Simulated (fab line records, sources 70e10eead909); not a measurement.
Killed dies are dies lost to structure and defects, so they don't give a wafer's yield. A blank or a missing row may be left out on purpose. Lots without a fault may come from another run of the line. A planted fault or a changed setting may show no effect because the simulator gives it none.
Chamber matching | flow nand_harc | NHARC_P_CONTACT_CMP_01 on cmp-02: 4 sister chambers
The step polishes SiO2, target thk 200 nm. 8 wafers are shown with their chamber, then 7 later ones without.

WAFERS WITH THEIR CHAMBER
wafer  | chamber | motor_current_A (A)
L084.4 | 2       | 10.9
L084.6 | 2       | 11.1
L087.4 | 1       | 13.3
L087.5 | 1       | 13.3
L090.5 | 0       | 12.4
L090.6 | 3       | 11.9
L093.1 | 0       | 13.0
L093.3 | 3       | 12.4

WAFERS WITHOUT THEIR CHAMBER
wafer  | motor_current_A (A)
L093.4 | 10.8
L095.1 | 13.7
L095.5 | 13.1
L095.6 | 13.3
L097.1 | 13.0
L097.3 | 12.4
L097.6 | 10.8

WHICH CHAMBER EACH WENT THROUGH
wafer  | from the rows above          | in truth
L093.4 | 2                            | 2
L095.1 | 1                            | 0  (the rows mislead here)
L095.5 | can't be placed: 1 or 0      | 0
L095.6 | 1                            | 1
L097.1 | can't be placed: 0 or 1 or 3 | 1
L097.3 | can't be placed: 3 or 0      | 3
L097.6 | 2                            | 2
Placed correctly: 3 of 7. Can't be placed from these rows: 3 (the true chamber is among the candidates in 3). Placed wrongly: 1.
How it was worked out, from the rows above alone: a wafer's distance from a chamber is the root of the sum, over the readings, of the square of ((its reading less the chamber's mean) divided by the reading's scatter). The wafer belongs to the nearest chamber; if the next one is less than 2 further off, it can't be placed. A chamber's mean is the mean of its shown wafers. The scatter: the root of (the sum of the squares of (reading less its chamber's mean) over the shown wafers, divided by (wafers less chambers)).
